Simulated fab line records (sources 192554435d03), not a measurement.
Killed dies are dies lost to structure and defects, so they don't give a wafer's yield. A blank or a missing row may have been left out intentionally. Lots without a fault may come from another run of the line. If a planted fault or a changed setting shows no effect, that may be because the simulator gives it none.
Matching of chambers :: flow n5 finfet :: N5_BEOL_M8_CURE_75 on uv cure-01: 3 sister chambers
The step cures SiCOH lowk, time 120 s. 6 wafers are shown with their chamber, then 11 later ones without.

## WAFERS WITH THEIR CHAMBER
wafer: L076.5
chamber: 1
wafer_temp_C_max: 373.3
lamp power pct (%): 52.21

wafer: L076.6
chamber: 1
wafer_temp_C_max: 373.2
lamp power pct (%): 52.34

wafer: L082.5
chamber: 2
wafer_temp_C_max: 372.3
lamp power pct (%): 52.36

wafer: L082.6
chamber: 2
wafer_temp_C_max: 371.9
lamp power pct (%): 52.41

wafer: L083.6
chamber: 0
wafer_temp_C_max: 372.5
lamp power pct (%): 52.25

wafer: L089.4
chamber: 0
wafer_temp_C_max: 371.8
lamp power pct (%): 52.39

## WAFERS MISSING THEIR CHAMBER
wafer: L089.5
wafer_temp_C_max: 372.1
lamp power pct (%): 52.30

wafer: L089.6
wafer_temp_C_max: 372.4
lamp power pct (%): 52.33

wafer: L090.1
wafer_temp_C_max: 372.8
lamp power pct (%): 52.23

wafer: L090.3
wafer_temp_C_max: 373.3
lamp power pct (%): 52.32

wafer: L090.5
wafer_temp_C_max: 372.1
lamp power pct (%): 52.31

wafer: L090.2
wafer_temp_C_max: 373.9
lamp power pct (%): 52.40

wafer: L090.4
wafer_temp_C_max: 373.0
lamp power pct (%): 52.27

wafer: L090.6
wafer_temp_C_max: 372.7
lamp power pct (%): 52.32

wafer: L094.1
wafer_temp_C_max: 372.5
lamp power pct (%): 52.30

wafer: L094.5
wafer_temp_C_max: 372.4
lamp power pct (%): 52.37

wafer: L094.6
wafer_temp_C_max: 373.3
lamp power pct (%): 52.45

## WHICH CHAMBER EACH ONE RAN IN
wafer: L089.5
from the rows above: can't be placed: 0 or 2
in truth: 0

wafer: L089.6
from the rows above: can't be placed: 0 or 2 or 1
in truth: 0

wafer: L090.1
from the rows above: can't be placed: 1 or 0 or 2
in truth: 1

wafer: L090.3
from the rows above: 1
in truth: 1

wafer: L090.5
from the rows above: can't be placed: 0 or 2
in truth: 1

wafer: L090.2
from the rows above: 1
in truth: 1

wafer: L090.4
from the rows above: can't be placed: 1 or 0
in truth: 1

wafer: L090.6
from the rows above: can't be placed: 0 or 1 or 2
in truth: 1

wafer: L094.1
from the rows above: can't be placed: 0 or 2 or 1
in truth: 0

wafer: L094.5
from the rows above: can't be placed: 2 or 0 or 1
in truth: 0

wafer: L094.6
from the rows above: can't be placed: 1 or 2 or 0
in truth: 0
Correct placement for 2 of the 11. From these rows, 9 cannot be placed; in 8 the true chamber is one of the candidates. Wrongly placed: 0.
How it was worked out, from the rows above alone: a wafer's distance from a chamber is the root of the sum, over the readings, of the square of ((its reading less the chamber's mean) divided by the reading's scatter). The wafer belongs to the nearest chamber; if the next one is less than 2 further off, it can't be placed. Each chamber's mean is taken over the wafers shown for it. The scatter: the root of (the sum of the squares of (reading less its chamber's mean) over the shown wafers, divided by (wafers less chambers)).
